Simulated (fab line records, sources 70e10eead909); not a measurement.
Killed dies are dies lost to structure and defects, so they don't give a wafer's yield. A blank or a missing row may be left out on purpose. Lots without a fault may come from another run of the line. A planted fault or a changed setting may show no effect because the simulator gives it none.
fab line records | flow nand_harc
record lots=5 wafers=15 last_day=24
route steps=1159 shown A_M0@1021 A_M1@1026
lots that met no fault: from a run of the same line without faults
start_h: hours from the record's first day to the start of the lot's first wafer shown | wait_h: hours since the lot's step before | " the same as in the row above | L1.1+2: a row that stands for several wafers | - no value, or no start given | * or withheld: withheld | < > ~ a bound
route shown NAME@n: a module of which the file shows steps, and the number in the route of the first | usual: mean/standard deviation of fault-free wafers | same: alike in all rows | chamber/n: place in a boat | sites: the reading at each site | _std_site: their standard deviation | _edge_site: outer sites' mean less inner sites' | radius_mm: how far each site lies from the wafer's centre | mask NAME#n: copy n | behind: the tool/chamber that last shaped the wafer | hold: why the lot was held/for how many hours/how that ended | device: the transistor (n, p or np) that didn't switch | end of line: the same wafers' tests at the end of the route | a step without rows: its recipe alone | killed: dies lost to structure and defects at the first sort, not the wafer's yield | map: a wafer's dies, x killed, . not, _ none there
set.NAME: the setting as run; set.NAME@STEP: as run at that earlier step | model.NAME: the simulator's own value behind a step, which no gauge read
lots at some steps of the route; a table a step, a row a wafer
services: from which hour (start_h, from the record's first day; less than 0 if before it) a tool's chamber was out of use, for how many hours, and why
## steps
# step NHARC_A_M0_SRD_25
# step NHARC_A_M0_INSPECT_27
# usual raw_defect_count=427/110
# columns lot.wafer tool chamber start_h wait_h raw_defect_count
L268.2 defect_inspect-02 - 410.04 0.0 390
L268.3 " - " " 396
L268.5 " - " " 402
L273.1 defect_inspect-01 - 426.33 0.0 679
L273.2 " - " " 422
L273.4 " - " " 542
L284.1 defect_inspect-01 - 500.51 0.0 306
L284.2 " - " " 436
L284.5 " - " " 329
L290.1 defect_inspect-02 - 530.49 0.0 361
L290.2 " - " " 528
L290.4 " - " " 567
L291.3 defect_inspect-02 - 530.92 0.0 454
L291.5 " - " " 343
L291.6 " - " " 427
# step NHARC_A_M0_PRE_CLEAN_31
# recipe time_s=12 temp_c=370 rf_power_w=300 gas=NH3
# usual heater_power_w=680/88 susceptor_temp_C=369.98/0.21
# columns lot.wafer tool chamber start_h wait_h heater_power_w susceptor_temp_C
L268.2 pecvd-03 0 410.11 0.1 579 370.07
L268.3 " 1 " " 662 369.94
L268.5 " 2 " " 739 369.93
L273.1 pecvd-02 1 426.41 0.1 699 369.87
L273.2 " 2 " " 649 370.01
L273.4 " 0 " " 679 369.80
L284.1 pecvd-04 2 500.58 0.1 797 370.51
L284.2 " 1 " " 687 370.11
L284.5 " 0 " " 579 370.24
L290.2 pecvd-04 1 530.56 0.1 683 370.14
L290.1 " 2 " " 769 370.00
L290.4 " 0 " " 543 369.87
L291.3 pecvd-02 0 531.01 0.1 658 370.38
L291.5 " 0 " " 664 369.90
L291.6 " 1 " " 751 370.05
# step NHARC_A_M0_DEP_32
# recipe target_thk_a=300 temp_c=370 target_thk_nm=30 pressure_torr=3 flow_sccm=200 rf_w=450 material=SiCN
# usual heater_power_w=618/82 showerhead_vpp_V=1350/50 susceptor_temp_C=370.00/0.22
# columns lot.wafer tool chamber start_h wait_h heater_power_w showerhead_vpp_V susceptor_temp_C
L268.2 pecvd-03 0 410.22 0.1 508 1425 370.31
L268.3 " 1 " " 642 1326 369.95
L268.5 " 2 " " 731 1272 369.82
L273.1 pecvd-02 1 426.52 0.1 694 1359 369.95
L273.2 " 2 " " 619 1378 370.24
L273.4 " 0 " " 616 1295 369.84
L284.1 pecvd-04 2 500.66 0.1 671 1368 370.05
L284.2 " 1 " " 516 1394 370.00
L284.5 " 0 " " 563 1374 369.77
L290.2 pecvd-04 1 530.64 0.1 648 1376 369.59
L290.1 " 2 " " 666 1350 370.09
L290.4 " 0 " " 507 1363 370.03
L291.3 pecvd-02 0 531.11 0.1 585 1316 370.35
L291.5 " 0 " " 604 1323 370.14
L291.6 " 1 " " 642 1402 370.05
# step NHARC_A_M1_DEP_00
# recipe target_thk_a=1825 target_thk_nm=182.5 temp_c=withheld pressure_torr=5 flow_sccm=200 rf_w=600 material=SiOC
# step NHARC_A_M1_DEHYDRATE_01
# recipe temp_c=150 time_s=120
# step NHARC_A_M1_HMDS_02
# recipe time_s=30
# step NHARC_A_M1_COAT_34
# recipe temp_c=200 time_s=65
# step NHARC_A_M1_COAT_03
# recipe spin_rpm=1500 resist_thk_nm=90
# step NHARC_A_M1_SOFTBAKE_04
# recipe temp_c=105 time_s=55
# step NHARC_A_M1_EBR_05
# step NHARC_A_M1_EXPOSE_06
# recipe na=1.35 target_cd_nm=120 dose_mj=75.13 mask_id=A_M1
# usual exposure_dose_mJ_cm2=75.13/0.12 focus_offset_nm=0.0/0.48
# columns lot.wafer tool chamber start_h wait_h mask exposure_dose_mJ_cm2 focus_offset_nm
L268.2 arfi_scanner-03 0 411.30 - A_M1#0 75.22 1.1
L268.3 " 0 " " A_M1#0 75.31 0.1
L268.5 " 0 " " A_M1#0 75.37 -0.1
L273.1 arfi_scanner-01 0 427.58 - A_M1#0 75.13 -0.8
L273.2 " 0 " " A_M1#0 75.14 -0.5
L273.4 " 0 " " A_M1#0 75.16 -0.6
L284.1 arfi_scanner-03 - 501.76 - A_M1#0 - -
L284.2 " - " " A_M1#0 - -
L284.5 " - " " A_M1#0 - -
L290.1 arfi_scanner-01 0 531.75 - A_M1#0 75.08 0.9
L290.2 " 0 " " A_M1#0 75.12 0.4
L290.4 " 0 " " A_M1#0 75.17 0.0
L291.3 arfi_scanner-03 0 532.19 - A_M1#0 75.28 -0.1
L291.5 " 0 " " A_M1#0 75.30 -0.5
L291.6 " 0 " " A_M1#0 75.27 0.2
# step NHARC_A_M1_PEB_07
# recipe peb_temp_c=100 peb_time_s=65
## services
# columns tool chamber start_h hours kind
pecvd-04 0 389.13 - clean
pecvd-04 1 389.13 - clean
pecvd-04 2 389.13 - clean
pecvd-03 - 390.62 0.5 repair
arfi_scanner-01 - 416.44 3.9 repair
pecvd-03 0 440.29 4.2 repair
pecvd-02 - 442.43 0.7 repair
pecvd-04 2 450.28 15.4 repair
pecvd-02 0 455.95 11.6 repair
arfi_scanner-03 - 456.78 2.2 repair
arfi_scanner-01 - 464.70 2.6 repair
pecvd-03 - 473.42 13.0 pm
arfi_scanner-01 - 477.36 0.4 repair
arfi_scanner-03 - 484.00 4.0 pm
arfi_scanner-01 - 489.24 1.0 repair
arfi_scanner-03 - 493.84 7.1 repair
pecvd-02 - 497.13 0.3 repair
pecvd-03 0 508.13 4.5 repair
pecvd-03 - 510.43 0.7 repair
pecvd-02 - 515.31 13.0 pm
pecvd-02 0 515.31 13.0 vent_cycle
pecvd-02 1 515.31 13.0 vent_cycle
pecvd-02 2 515.31 13.0 vent_cycle
pecvd-04 2 517.17 9.1 repair
## key
first_sign step=NHARC_A_M1_EXPOSE_06 reading=tool_record direction=missing
effect none on later readings
met_at NHARC_A_M1_EXPOSE_06
struck_wafers L284.1,L284.2,L284.5
later_rows_left_out L284.1,L284.2,L284.5
sort_left_out L284.1,L284.2,L284.5
onset_between 411.30 501.76
fault kind=skipped_step_whole tool=arfi_scanner-02,arfi_scanner-03 chamber=- onset_h=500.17 steps=NHARC_A_M1_EXPOSE_06 scope=struck_lots_only
# sort_left_out: the simulated sort isn't trusted on such a fault, so these wafers' sort isn't shown, and their yield isn't known
# later_rows_left_out: the simulator's readings of these wafers behind a module that went badly wrong aren't trusted and aren't shown, but for the sort
